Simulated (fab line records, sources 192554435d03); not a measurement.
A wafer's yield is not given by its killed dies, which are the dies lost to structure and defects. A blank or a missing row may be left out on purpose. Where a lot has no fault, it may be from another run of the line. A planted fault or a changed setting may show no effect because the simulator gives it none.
fab line records	flow n5-finfet
[record] lots = 6	wafers = 18	last-day = 16
route steps=1938 shown BEOL_M5@1162 BEOL_M6@1194 PASSIVATION@1936
lots with no fault: from the same line, run without faults
start-h: hours from the record's first day to the start of the lot's first wafer shown	wait-h: hours elapsed since this lot's preceding step	" repeats the value in the row above	L1.1+2: a single row standing in for several wafers	- no value present, or no start provided	* or withheld: withheld	< > ~ a bound
route shown NAME@n: names a module that has steps shown in the file, with the first one's number in the route	usual: mean and standard deviation over wafers with no fault	same: alike in all rows	chamber/n: place in a boat	sites: per-site readings	_std_site: the values' standard deviation	_edge_site: the outer-site mean with the inner-site mean subtracted	radius-mm: for every site, how far away it sits from the centre of the wafer	mask NAME#n: copy n	behind: tool/chamber where the wafer was last shaped	hold: what put the lot on hold/how long, in hours/how the hold closed	device: names the non-switching transistor (n, p or np)	end of line: the route-end tests of the same wafers	a step with no rows: only its recipe	killed: not the wafer's yield, but the dies lost to structure and defects at the first sort	map: a wafer's dies, x killed, . not, _ none there
set.NAME: the setting the step ran with; set.NAME@STEP: the setting that earlier step ran with	model.NAME: the simulator's own value behind a step, which no gauge read
a table for each step, a row for each wafer; lots at some steps of the route
services: when a tool's chamber went out of use (start-h, in hours from the record's first day, below 0 if earlier), for how many hours, and the reason
[[steps]]
[step N5_BEOL_M5_STRIP_91]
[recipe] chemistry = N2/H2	time-s = 10	power-w = 450	temp-c = 40	pressure-mtorr = 20	rf-frequency-hz = 6e+07	bias-power-w = 7	n2-flow-sccm = 200	h2-flow-sccm = 200
[step N5_BEOL_M5_OCD_MEAS_38]
[usual] trench-depth-nm = 71.8/1.2
lot.wafer	tool	chamber	start-h	wait-h	trench-depth-nm
L328.2	ocd-01	-	166.32	-	72.6
L328.3	"	-	"	"	70.7
L328.6	"	-	"	"	70.0
L330.3	ocd-01	-	183.95	-	71.1
L330.5	"	-	"	"	72.2
L330.6	"	-	"	"	72.1
L331.3	ocd-02	-	184.79	-	73.9
L331.4	"	-	"	"	72.4
L331.6	"	-	"	"	74.6
L341.2	ocd-01	-	247.40	-	71.1
L341.4	"	-	"	"	73.7
L341.5	"	-	"	"	72.1
L342.2	ocd-02	-	266.31	-	71.9
L342.3	"	-	"	"	71.4
L342.5	"	-	"	"	72.0
L346.3	ocd-02	-	286.48	-	70.9
L346.5	"	-	"	"	70.6
L346.6	"	-	"	"	71.2
[step N5_BEOL_M5_HM_STRIP_39]
[recipe] chemistry = peroxide-tin-strip	material = TiN	target-depth-a = 250	temp-c = 50	time-s = 158
[step N5_BEOL_M5_SRD_40]
[recipe] time-s = 30	temp-c = 23	rinse-liquid = diw	dry = ipa-marangoni
[step N5_BEOL_M5_PRECLEAN_42]
[recipe] chemistry = residue-remover	time-s = 60	temp-c = 40
[step N5_BEOL_M5_SRD_43]
[recipe] time-s = 30	temp-c = 23	rinse-liquid = diw	dry = ipa-marangoni
[step N5_BEOL_M5_CD_MEAS_35]
[recipe] target-cd-nm = 28	target-cd-y-nm = 24	polarity = opening
[usual] cd-nm = 27.98/0.26
lot.wafer	tool	chamber	start-h	wait-h	cd-nm
L328.2	cd-sem-02	-	166.47	0.0	28.19
L328.3	"	-	"	"	28.10
L328.6	"	-	"	"	27.78
L330.3	cd-sem-01	-	184.10	0.0	27.86
L330.5	"	-	"	"	27.93
L330.6	"	-	"	"	27.76
L331.3	cd-sem-03	-	184.95	0.0	28.14
L331.4	"	-	"	"	27.85
L331.6	"	-	"	"	28.47
L341.2	cd-sem-03	-	247.65	0.0	27.88
L341.4	"	-	"	"	27.88
L341.5	"	-	"	"	28.06
L342.2	cd-sem-02	-	266.46	0.0	27.98
L342.3	"	-	"	"	28.36
L342.5	"	-	"	"	27.96
L346.3	cd-sem-03	-	286.63	0.0	28.28
L346.5	"	-	"	"	27.80
L346.6	"	-	"	"	27.62
[step N5_BEOL_M5_CURE_80]
[recipe] temp-c = 370	time-s = 120	ambient = DMADMS/He	material = SiCOH_lowk
[usual] lamp-power-pct = 52.31/0.052	wafer_temp_C_max = 371.7/0.6
lot.wafer	tool	chamber	start-h	wait-h	lamp-power-pct	wafer_temp_C_max
L328.2	uv-cure-03	0	166.56	0.1	52.26	372.2
L328.3	"	0	"	"	52.29	371.8
L328.6	"	0	"	"	52.32	372.1
L330.3	uv-cure-03	2	184.24	0.1	52.27	371.7
L330.5	"	2	"	"	52.29	371.8
L330.6	"	2	"	"	52.31	371.4
L331.3	uv-cure-03	0	185.09	0.1	52.24	371.9
L331.4	"	0	"	"	52.28	372.0
L331.6	"	0	"	"	52.30	371.9
L341.2	uv-cure-02	1	247.74	0.1	52.24	371.6
L341.4	"	1	"	"	52.36	371.9
L341.5	"	1	"	"	52.29	372.0
L342.2	uv-cure-03	1	266.60	0.1	52.24	370.5
L342.3	"	1	"	"	52.32	371.0
L342.5	"	1	"	"	52.34	370.8
L346.3	uv-cure-02	0	286.77	0.1	52.22	372.7
L346.5	"	0	"	"	52.31	372.6
L346.6	"	0	"	"	52.30	372.5
[step N5_BEOL_M5_DEGAS_44]
[recipe] ambient = vacuum	temp-c = 250	time-s = 60
[step N5_BEOL_M5_PRE_CLEAN_45]
[recipe] gas = H2/He	time-s = 30	temp-c = 250
[usual] heater-power-w = 353/33	susceptor-temp-C = 250.00/0.17
lot.wafer	tool	chamber	start-h	wait-h	heater-power-w	susceptor-temp-C
L328.2	pvd-sputter-02	-	166.87	0.0	419	250.14
L328.3	"	-	"	"	331	249.72
L328.6	"	-	"	"	420	250.07
L330.3	pvd-sputter-02	-	184.50	0.0	351	250.28
L330.5	"	-	"	"	337	249.98
L330.6	"	-	"	"	419	250.13
L331.3	pvd-sputter-03	-	185.35	0.0	342	249.85
L331.4	"	-	"	"	309	249.94
L331.6	"	-	"	"	356	249.85
L341.2	pvd-sputter-01	-	248.43	0.0	340	249.94
L341.4	"	-	"	"	366	250.06
L341.5	"	-	"	"	358	249.80
L342.2	pvd-sputter-03	-	267.88	0.0	298	249.90
L342.3	"	-	"	"	317	249.60
L342.5	"	-	"	"	349	249.89
L346.3	pvd-sputter-03	-	289.75	0.0	344	249.89
L346.5	"	-	"	"	340	250.05
L346.6	"	-	"	"	294	250.05
[step N5_BEOL_M5_ALD_86]
[recipe] material = TaN	target-thk-a = *	temp-c = 275	ald-precursor-family = PDMAT	ald-co-reactant = NH3	pressure-torr = 3	carrier-flow-sccm = 1500	pulse-time-s = 2	purge-time-s = 3	co-reactant-purge-time-s = 2	co-reactant-pulse-time-s = 3	ald-cycles = 30	precursor-vessel-temp-c = 75	precursor-vessel-pressure-torr = 26.25	precursor-vessel-carrier-sccm = 1000
[step N5_BEOL_M5_SURFACE_TREAT_87]
[recipe] gas = Ar	time-s = *	ion-energy-ev = *	ion-current-ma-cm2 = 0.5	pressure-mtorr = *	ar-flow-sccm = 30
[step N5_BEOL_M5_CVD_47]
[recipe] material = Co	target-thk-a = 30	temp-c = withheld	precursor = CCTBA/H2	pressure-torr = 30	time-s = 216
lot.wafer	tool	chamber	start-h	wait-h
L328.2+3+6	cvd-co-01	2,0,2	167.22	0.0
L330.3+5+6	cvd-co-02	1,2,0	184.85	0.0
L331.3+4+6	cvd-co-02	2,1,2	185.73	0.0
L341.2+4+5	cvd-co-01	0,1,2	249.06	0.3
L342.2+3+5	cvd-co-01	1,2,1	268.32	0.0
L346.3+5+6	cvd-co-02	0,1,2	290.28	0.0
[step N5_BEOL_M5_SPUTTER_48]
[recipe] material = Cu	target-thk-a = 150	temp-c = -20	chamber-pressure-pa = 0.07	power-w = withheld	time-s = 27.62
[step N5_BEOL_M5_ANNEAL_49]
[recipe] temp-c = 400	time-s = 1800	ambient = vacuum
[step N5_BEOL_M5_SPUTTER_81]
[recipe] material = Cu	target-thk-a = 150	temp-c = -20	chamber-pressure-pa = 0.07	power-w = withheld	time-s = 27.62
[step N5_BEOL_M5_ANNEAL_82]
[recipe] temp-c = 400	time-s = 1800	ambient = vacuum
[usual] heater-power-w = 864/74	susceptor-temp-C = 399.97/0.21
lot.wafer	tool	chamber	start-h	wait-h	heater-power-w	susceptor-temp-C
L328.2	pvd-sputter-01	-	168.54	0.0	847	400.18
L328.3	"	-	"	"	887	399.96
L328.6	"	-	"	"	892	400.16
L330.3	pvd-sputter-01	-	186.17	0.0	853	399.62
L330.5	"	-	"	"	840	399.92
L330.6	"	-	"	"	884	399.89
L331.3	pvd-sputter-02	-	187.37	0.0	1014	400.22
L331.4	"	-	"	"	832	399.96
L331.6	"	-	"	"	841	400.16
L341.2	pvd-sputter-03	-	250.44	0.0	861	400.31
L341.4	"	-	"	"	849	399.68
L341.5	"	-	"	"	876	399.65
L342.2	pvd-sputter-03	-	269.71	0.0	864	399.77
L342.3	"	-	"	"	833	399.64
L342.5	"	-	"	"	886	399.91
L346.3	pvd-sputter-03	-	291.74	0.0	760	399.73
L346.5	"	-	"	"	775	400.18
L346.6	"	-	"	"	854	399.57
[step N5_BEOL_M5_SPUTTER_83]
[recipe] material = Cu	target-thk-a = 150	temp-c = -20	chamber-pressure-pa = 0.07	power-w = withheld	time-s = 27.62
[step N5_BEOL_M5_ANNEAL_84]
[recipe] temp-c = 400	time-s = 1800	ambient = vacuum
[usual] heater-power-w = 864/73	susceptor-temp-C = 399.98/0.23
lot.wafer	tool	chamber	start-h	wait-h	heater-power-w	susceptor-temp-C
L328.2	pvd-sputter-01	-	169.63	0.0	833	400.26
L328.3	"	-	"	"	912	399.73
L328.6	"	-	"	"	898	400.03
L330.3	pvd-sputter-01	-	187.26	0.0	864	400.16
L330.5	"	-	"	"	834	400.11
L330.6	"	-	"	"	895	399.76
L331.3	pvd-sputter-02	-	188.46	0.0	1080	399.68
L331.4	"	-	"	"	814	399.71
L331.6	"	-	"	"	852	400.30
L341.2	pvd-sputter-03	-	251.53	0.0	890	400.15
L341.4	"	-	"	"	878	399.81
L341.5	"	-	"	"	838	399.99
L342.2	pvd-sputter-03	-	270.79	0.0	863	400.36
L342.3	"	-	"	"	868	399.97
L342.5	"	-	"	"	849	399.69
L346.3	pvd-sputter-03	-	292.83	0.0	754	400.30
L346.5	"	-	"	"	755	399.99
L346.6	"	-	"	"	856	400.15
[step N5_BEOL_M5_SPUTTER_88]
[recipe] material = Cu	target-thk-a = 150	temp-c = -20	chamber-pressure-pa = 0.07	power-w = withheld	time-s = 27.62
[step N5_BEOL_M5_ANNEAL_89]
[recipe] temp-c = 400	time-s = 1800	ambient = vacuum
[step N5_BEOL_M5_SPUTTER_90]
[recipe] material = Cu	target-thk-a = 45	temp-c = -20	chamber-pressure-pa = 0.07	power-w = withheld	time-s = 8.29
[step N5_BEOL_M5_ECD_50]
[recipe] material = Cu	target-thk-a = 3000
[step N5_BEOL_M5_ANNEAL_51]
[recipe] temp-c = 225	time-s = 90	ambient = N2
[step N5_BEOL_M5_CMP_52]
[recipe] stop-on = SiCOH_lowk	t-overpolish-s = 6.9	down-force-psi = 1	platen-rpm = 50	clearing-platen-down-force-psi = 1.5	clearing-platen-rpm = 50	post-cmp-clean = cu-alkaline	target-thk-nm = 62	clearing-platen-pad-velocity-m-s = 0.99484	pad-velocity-m-s = 0.99484
[step N5_BEOL_M5_THK_MEAS_53]
[recipe] thk-meas-gauge = xrf	reads = Cu_of_BEOL_M5_ECD_50
[usual] M5_THK = 61.5/1.5
lot.wafer	tool	chamber	start-h	wait-h	M5_THK[nm]
L328.2	film-metro-02	-	175.69	-	63.1
L328.3	"	-	"	"	60.4
L328.6	"	-	"	"	58.9
L330.3	film-metro-02	-	192.71	-	61.1
L330.5	"	-	"	"	61.0
L330.6	"	-	"	"	60.4
L331.3	film-metro-01	-	193.51	-	61.1
L331.4	"	-	"	"	61.8
L331.6	"	-	"	"	63.3
L341.2	film-metro-02	-	254.42	-	59.6
L341.4	"	-	"	"	63.2
L341.5	"	-	"	"	60.5
L342.2	film-metro-02	-	273.70	-	59.5
L342.3	"	-	"	"	61.4
L342.5	"	-	"	"	61.7
L346.3	film-metro-02	-	296.72	-	59.6
L346.5	"	-	"	"	60.4
L346.6	"	-	"	"	59.8
[step N5_BEOL_M5_PRE_CLEAN_77]
[recipe] gas = NH3/H2	time-s = 15	temp-c = *	rf-power-w = 300
[step N5_BEOL_M5_CO_CAP_78]
[recipe] material = Co	target-thk-a = 20	temp-c = 200	precursor = CCTBA/H2	pressure-torr = 30	time-s = 102.1
[step N5_BEOL_M5_PRE_CLEAN_55]
[recipe] gas = NH3	time-s = 15	temp-c = withheld	rf-power-w = 300
[step N5_BEOL_M5_DEP_56]
[recipe] material = SiCN	target-thk-a = 80	temp-c = withheld	precursor = 3MS/NH3	pressure-torr = 3	rf-w = 202	time-s = 14
[step N5_BEOL_M5_RS_MEAS_57]
[recipe] thk-meas-gauge = four-point-probe	reads = Co_of_BEOL_M5_CO_CAP_78+Cu_of_BEOL_M5_ECD_50+Co_of_BEOL_M5_CVD_47+TaN_of_BEOL_M5_ALD_86
[usual] M5_RS = 0.386/0.011
lot.wafer	tool	chamber	start-h	wait-h	M5_RS[ohm/sq]
L328.2	film-metro-02	-	175.95	0.1	0.375
L328.3	"	-	"	"	0.393
L328.6	"	-	"	"	0.406
L330.3	film-metro-02	-	192.97	0.1	0.385
L330.5	"	-	"	"	0.387
L330.6	"	-	"	"	0.390
L331.3	film-metro-01	-	193.77	0.1	0.385
L331.4	"	-	"	"	0.380
L331.6	"	-	"	"	0.370
L341.2	film-metro-01	-	254.90	0.1	0.403
L341.4	"	-	"	"	0.375
L341.5	"	-	"	"	0.392
L342.2	film-metro-01	-	273.96	0.1	0.403
L342.3	"	-	"	"	0.387
L342.5	"	-	"	"	0.387
L346.3	film-metro-01	-	296.98	0.1	0.397
L346.5	"	-	"	"	0.390
L346.6	"	-	"	"	0.396
[step N5_BEOL_M6_ILD_DEP_00]
[recipe] material = SiCOH_lowk	target-thk-a = 1797.5	temp-c = 300	precursor = DEMS/porogen	pressure-torr = 5	rf-w = 500	time-s = 33.4
[step N5_BEOL_M6_CURE_74]
[recipe] temp-c = 385	time-s = 240	ambient = He/Ar	material = SiCOH_lowk
[step N5_BEOL_M6_THK_MEAS_01]
[recipe] reads = SiCOH_lowk_of_BEOL_M6_ILD_DEP_00
[usual] M6_ILD_THK = 155.5/1.9
lot.wafer	tool	chamber	start-h	wait-h	M6_ILD_THK[nm]
L328.2	film-metro-02	-	177.07	0.7	155.5
L328.3	"	-	"	"	155.3
L328.6	"	-	"	"	158.7
L330.3	film-metro-01	-	193.61	0.3	155.8
L330.5	"	-	"	"	155.9
L330.6	"	-	"	"	158.1
L331.3	film-metro-02	-	194.41	0.3	155.1
L331.4	"	-	"	"	158.5
L331.6	"	-	"	"	157.5
L341.2	film-metro-01	-	255.54	0.4	156.4
L341.4	"	-	"	"	157.9
L341.5	"	-	"	"	158.0
L342.2	film-metro-01	-	274.62	0.4	155.0
L342.3	"	-	"	"	156.2
L342.5	"	-	"	"	159.4
L346.3	film-metro-02	-	298.10	0.5	155.1
L346.5	"	-	"	"	155.5
L346.6	"	-	"	"	157.2
[step N5_BEOL_M6_PECVD_70]
[recipe] material = SiO2	target-thk-a = 200	temp-c = 400	precursor = TEOS/O2	pressure-torr = 5.5	rf-w = 450	teos-flow-sccm = 53.8	gas = O2	flow-sccm = 3000	time-s = 22.7
[step N5_BEOL_M6_HM_DEP_02]
[recipe] material = TiN	target-thk-a = 200	temp-c = 25	chamber-pressure-pa = 0.49996
[usual] substrate-temp-c = 25.01/0.11	susceptor-temp-C = 25.01/0.11	throttle-valve-pct = 29.8/0.85
lot.wafer	tool	chamber	start-h	wait-h	substrate-temp-c	susceptor-temp-C	throttle-valve-pct
L328.2	pvd-sputter-03	-	178.97	1.8	25.01	25.09	29.5
L328.3	"	-	"	"	25.33	25.02	30.6
L328.6	"	-	"	"	24.92	25.11	29.5
L330.3	pvd-sputter-02	-	195.04	1.4	25.21	24.91	31.5
L330.5	"	-	"	"	24.92	25.02	28.6
L330.6	"	-	"	"	25.23	25.02	31.4
L331.3	pvd-sputter-01	-	195.58	1.1	24.98	25.08	30.2
L331.4	"	-	"	"	25.09	24.96	29.8
L331.6	"	-	"	"	24.97	24.84	30.3
L341.2	pvd-sputter-01	-	256.04	0.4	25.05	24.97	29.7
L341.4	"	-	"	"	25.10	24.79	30.3
L341.5	"	-	"	"	24.97	24.80	30.2
L342.2	pvd-sputter-01	-	275.09	0.4	24.98	24.85	31.2
L342.3	"	-	"	"	25.06	25.10	29.6
L342.5	"	-	"	"	25.08	24.98	29.6
L346.3	pvd-sputter-02	-	298.59	0.4	24.96	25.02	30.1
L346.5	"	-	"	"	24.97	24.98	30.0
L346.6	"	-	"	"	24.98	24.98	31.1
[step N5_BEOL_M6_COAT_59]
[recipe] resist = SOC	temp-c = 250	time-s = 60	spin-rpm = 1500	resist-thk-nm = 100
[step N5_BEOL_M6_COAT_60]
[recipe] resist = SiARC	temp-c = 220	time-s = 60	spin-rpm = 1500	resist-thk-nm = 35
[step N5_BEOL_M6_COAT_05]
[recipe] resist = CAR-ArF	spin-rpm = 1500	resist-thk-nm = 90
[step N5_BEOL_M6_EBR_07]
[recipe] solvent = PGMEA	ebr-width-mm = 1.5
[step N5_BEOL_M6_SOFTBAKE_06]
[recipe] temp-c = 110	time-s = 60	resist = CAR-ArF
[step N5_PASSIVATION_PROBE_49]
[usual] defect-limited-yield = 91.5/1.3	killed_at_M0_to_M3 = 33/11	killed_at_M4_up = 14/5.3	killed-at-contacts = 11/6.3	killed-at-front-end = 38/10	killed-at-other = 3.7/2.8	killed-dies = 101/16	killed-on-rim = 13/3.4	killed-open = 67/12	killed-short = 32/7.4	sort_bin_5_function = 5.0/0.86	sort_bin_6_memory = 3.2/0.69	sort-n-pass = 1079/16	sort-yield-pct = 91.5/1.3
[same] gross-dies = 1180	killed-at-back-side = 0	sort_bin_4_leakage[%] = 0	sort_bin_8_speed[%] = 0
lot.wafer	tool	chamber	start-h	wait-h	defect-limited-yield[%]	killed_at_M0_to_M3	killed_at_M4_up	killed-at-contacts	killed-at-front-end	killed-at-other	killed-dies	killed-on-rim	killed-open	killed-short	sort_bin_5_function[%]	sort_bin_6_memory[%]	sort-n-pass	sort-yield-pct[%]
L331.3	prober-02	-	297.08	0.1	92.6	31	13	9	32	2	87	11	55	31	4.0	2.8	1093	92.6
L331.4	prober-02	-	297.13	0.2	92.8	21	10	15	38	1	85	9	55	29	4.4	2.3	1095	92.8
L331.6	prober-02	-	297.23	0.3	92.1	26	12	24	30	1	93	12	54	36	4.8	2.5	1087	92.1
L330.3	prober-02	-	299.66	0.1	90.8	38	13	8	45	4	108	10	82	23	5.8	3.2	1072	90.8
L330.5	prober-02	-	299.76	0.2	92.1	45	15	7	24	2	93	17	57	35	4.9	2.5	1087	92.1
L330.6	prober-02	-	299.81	0.3	89.9	58	11	11	35	4	119	10	79	39	5.7	4.0	1061	89.9
L341.2	prober-02	-	350.50	0.1	80.6	28	145	5	46	5	229	20	61	34	13.0	4.2	951	80.6
L341.4	prober-02	-	350.60	0.2	86.7	31	86	9	30	1	157	24	46	39	6.9	3.7	1023	86.7
L341.5	prober-02	-	350.65	0.2	86.9	36	86	5	27	0	154	28	47	34	7.5	2.9	1026	86.9
L342.2	prober-01	-	365.00	0.1	86.7	30	83	10	30	4	157	32	63	22	8.3	2.8	1023	86.7
L342.3	prober-01	-	365.05	0.1	86.4	35	76	15	32	3	161	28	67	24	7.4	4.3	1019	86.4
L342.5	prober-01	-	365.15	0.2	84.7	37	96	5	37	5	180	31	66	41	8.6	4.5	1000	84.7
L346.3	prober-02	-	387.34	0.1	91.3	49	13	6	33	2	103	11	62	40	5.8	2.8	1077	91.3
L346.5	prober-02	-	387.44	0.2	93.8	25	11	8	27	2	73	8	57	14	4.7	1.4	1107	93.8
L346.6	prober-02	-	387.49	0.3	91.4	42	10	5	42	2	101	9	74	27	5.3	3.2	1079	91.4
// killed by level:class
L331.3 STI_FIN_REVEAL:geometric-particle:open=11 BEOL_M1:geometric-particle:open=9 MOL_CONTACT_COAG:geometric-particle:open=8 GATE_CUT:geometric-particle:short=7 BEOL_M0_SAQP:geometric-particle:short=6 BEOL_M2:geometric-particle:open=5 BEOL_M3:geometric-particle:open=4 BEOL_M4:geometric-particle:open=4
L331.4 MOL_CONTACT_COAG:geometric-particle:open=13 STI_FIN_REVEAL:geometric-particle:open=11 FIN_SAQP:geometric-particle:short=5 GATE_CUT:geometric-particle:short=5 BEOL_M5:geometric-particle:open=5 BEOL_M0_SAQP:geometric-particle:open=4 STARTING-WAFER:geometric-particle:open=4 BEOL_M0_SAQP:geometric-particle:short=3
L331.6 MOL_CONTACT_COAG:geometric-particle:open=19 FIN_SAQP:geometric-particle:short=6 BEOL_M1:geometric-particle:open=6 BEOL_M2:geometric-particle:open=6 STI_FIN_REVEAL:geometric-particle:open=5 GATE_CUT:geometric-particle:short=5 MOL_CONTACT_COAG:geometric-particle:short=5 BEOL_M0_SAQP:geometric-particle:short=4
L330.3 FIN_SAQP:geometric-particle:open=13 BEOL_M3:geometric-particle:open=12 MOL_CONTACT_COAG:geometric-particle:open=8 BEOL_M5:geometric-particle:open=8 FIN_SAQP:geometric-particle:short=6 STI_FIN_REVEAL:geometric-particle:open=6 BEOL_M2:geometric-particle:open=6 BEOL_M0_SAQP:geometric-particle:open=6
L330.5 BEOL_M0_SAQP:geometric-particle:short=12 BEOL_M3:geometric-particle:open=10 BEOL_M0_SAQP:geometric-particle:open=10 FIN_SAQP:geometric-particle:short=8 GATE_CUT:geometric-particle:short=6 BEOL_M5:geometric-particle:open=6 FIN_SAQP:geometric-particle:open=5 MOL_CONTACT_COAG:geometric-particle:open=5
L330.6 BEOL_M0_SAQP:geometric-particle:open=17 BEOL_M0_SAQP:geometric-particle:short=14 FIN_SAQP:geometric-particle:open=11 MOL_CONTACT_COAG:geometric-particle:open=9 BEOL_M1:geometric-particle:open=6 BEOL_M1:geometric-particle:short=6 BEOL_M2:geometric-particle:open=5 STI_FIN_REVEAL:geometric-particle:open=4
L341.2 BEOL_M5:unspecified=134 FIN_SAQP:geometric-particle:open=10 BEOL_M1:geometric-particle:open=10 FIN_SAQP:geometric-particle:short=8 DUMMY_GATE:geometric-particle:open=7 BEOL_M0_SAQP:geometric-particle:open=7 STI_FIN_REVEAL:geometric-particle:open=6 BEOL_M4:geometric-particle:open=6
L341.4 BEOL_M5:unspecified=72 FIN_SAQP:geometric-particle:short=15 BEOL_M0_SAQP:geometric-particle:short=10 BEOL_M0_SAQP:geometric-particle:open=8 MOL_CONTACT_COAG:geometric-particle:open=7 FIN_SAQP:geometric-particle:open=6 BEOL_M4:geometric-particle:open=5 BEOL_M3:geometric-particle:open=4
L341.5 BEOL_M5:unspecified=73 BEOL_M0_SAQP:geometric-particle:short=9 BEOL_M1:geometric-particle:open=9 DUMMY_GATE:geometric-particle:open=6 BEOL_M3:geometric-particle:short=5 BEOL_M3:geometric-particle:open=5 FIN_SAQP:geometric-particle:open=4 FIN_SAQP:geometric-particle:short=4
L342.2 BEOL_M5:unspecified=70 MOL_CONTACT_COAG:geometric-particle:open=9 BEOL_M0_SAQP:geometric-particle:open=8 BEOL_M4:geometric-particle:open=7 FIN_SAQP:geometric-particle:open=6 GATE_CUT:geometric-particle:short=6 DUMMY_GATE:geometric-particle:open=5 BEOL_M0_SAQP:geometric-particle:short=5
L342.3 BEOL_M5:unspecified=68 MOL_CONTACT_COAG:geometric-particle:open=12 BEOL_M1:geometric-particle:open=10 BEOL_M2:geometric-particle:open=9 FIN_SAQP:geometric-particle:open=7 FIN_SAQP:geometric-particle:short=4 DUMMY_GATE:geometric-particle:open=4 BEOL_M0_SAQP:geometric-particle:open=4
L342.5 BEOL_M5:unspecified=73 GATE_CUT:geometric-particle:short=9 BEOL_M0_SAQP:geometric-particle:open=9 BEOL_M4:geometric-particle:open=9 BEOL_M0_SAQP:geometric-particle:short=8 BEOL_M1:geometric-particle:open=7 FIN_SAQP:geometric-particle:short=6 BEOL_M3:geometric-particle:open=5
L346.3 BEOL_M2:geometric-particle:open=16 BEOL_M0_SAQP:geometric-particle:short=11 FIN_SAQP:geometric-particle:open=8 FIN_SAQP:geometric-particle:short=6 BEOL_M0_SAQP:geometric-particle:open=5 BEOL_M3:geometric-particle:open=5 MOL_CONTACT_COAG:geometric-particle:open=5 STARTING-WAFER:geometric-particle:short=5
L346.5 BEOL_M2:geometric-particle:open=13 FIN_SAQP:geometric-particle:open=7 MOL_CONTACT_COAG:geometric-particle:open=6 BEOL_M5:geometric-particle:open=6 STI_FIN_REVEAL:geometric-particle:open=5 BEOL_M3:geometric-particle:open=5 FIN_SAQP:geometric-particle:short=3 BEOL_M0_SAQP:geometric-particle:open=3
L346.6 FIN_SAQP:geometric-particle:open=21 BEOL_M0_SAQP:geometric-particle:open=9 BEOL_M2:geometric-particle:open=9 BEOL_M0_SAQP:geometric-particle:short=8 BEOL_M2:geometric-particle:short=6 FIN_SAQP:geometric-particle:short=5 STI_FIN_REVEAL:geometric-particle:open=5 MOL_CONTACT_COAG:geometric-particle:open=5
// map L341.2 (x killed, . not)
_________________.x..........________________
______________.........x........_____________
___________.xx............x......x.__________
__________..................x...x..._________
________...................x...x......_______
_______.x......xx.........x..xxx.......______
______......x.........x................._____
_____......x......x...........x....x....x____
____..........x........x............x.....___
___.........x..x..x........................__
___.x.......x..........x....x.....x.x.x....__
__.......x......................x.........x._
__...................................x......_
_....x..x.........xx.x................x......
_.....x..........x......x...........x........
_x..........................x...x..xxx.......
_.............x.x...........x...xxx....xx.xx.
_.................x.....x....x.x.x.xxx.......
_..................xx..........xxxxxxxxxxxx.x
_.x...x.............x.....x...xxxxxxxxxxxx.x.
_......x................x.....xxxxxxxxxxxxx..
__...........................xxxxxxxxxxxxxx._
__.....x....x.......x.........xxxxxxxxxxxxx._
___...................x......xxxxxxxxxxxxxx__
___....................x..x...xxxxxxxxxxx.x__
____..............x....x.....xxxxxxxxxxxxx___
_____.................x.........x.xxxxxxx____
______......x.........x...xx.....xxx.xxx_____
_______................x.......x.x.x.x.______
________......xx.x...............x...x_______
__________...........x........x....._________
___________...........x....x.......__________
______________.................._____________
_________________............________________
// map L342.5 (x killed, . not)
_________________xxxxxxxxxxxx________________
______________xxxxxxxxxxxxxx...._____________
___________x..xxxxxxxxxxxxxxx...x..__________
__________..xxx.xxxxxxxxxx..x......._________
________......xxx.xxxxx.xxx.x.x..x...._______
_______x....x....xxxxx......x...x.....x______
______..x..x......xxx..x.......x........_____
_____........x.x...x.x.........xx........____
____.....x..........x...........x.x.......___
___.x..............x...x........x..........__
___x.....x................x..............x.__
__...x................x....................._
__.....x........x.......x................x.._
_....x.........x.................x.......x...
_........x..................x.x..............
_x.x.......x......................x.xx.......
_..........x...............................x.
_..........x.x...................x....x......
_......................x.....x............x..
_......................x...........x.....x...
_.....x.......x....x...x...x.................
__......x.x..........x.................x...._
__.........x...x........x.........x..x...x.._
___x...........................x...........__
___...x.x....x...........x.x...............__
____.......................x..............___
_____................x...................____
______.....xx............x....x........._____
_______.x...................x.........x______
________..........x..........xx...x.x._______
__________...x....x................._________
___________x.....x..x..............__________
______________.................._____________
_________________.x........x.________________
[[services]]
tool	chamber	start-h	hours	kind
uv-cure-03	-	147.19	2.8	pm
cvd-co-01	-	153.72	6.9	pm
cvd-co-02	-	168.66	0.6	repair
uv-cure-02	-	180.53	7.5	pm
cvd-co-01	2	189.17	15.3	repair
cvd-co-01	1	205.77	4.3	repair
cvd-co-01	0	208.60	9.6	repair
cvd-co-02	-	227.63	6.0	pm
cvd-co-02	-	243.17	20.8	repair
pvd-sputter-03	-	285.89	3.8	repair
uv-cure-02	-	288.75	0.7	repair
[[key]]
[first-sign] step = N5_PASSIVATION_PROBE_49	reading = killed_at_M4_up	direction = up	sigmas = 15	usual = 14	struck = 95
[effect] step = N5_PASSIVATION_PROBE_49	reading = defect-limited-yield	direction = down	sigmas = 4.6	usual = 91.5	struck = 85.3
[more-kills-born-at] N5_BEOL_M5_CVD_47@cvd-co-01 = 490
met-at N5_BEOL_M5_CVD_47
struck-wafers L341.2,L341.4,L341.5,L342.2,L342.3,L342.5
onset-between 167.22 249.06
also-fits N5_BEOL_M6_HM_DEP_02:pvd-sputter-01
[fault] kind = chamber-particle-source	tool = cvd-co-01	chamber = -	onset-h = 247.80	steps = N5_BEOL_M5_CVD_47	rate-per-visit-cm2 = 1.0571	end-h = 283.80
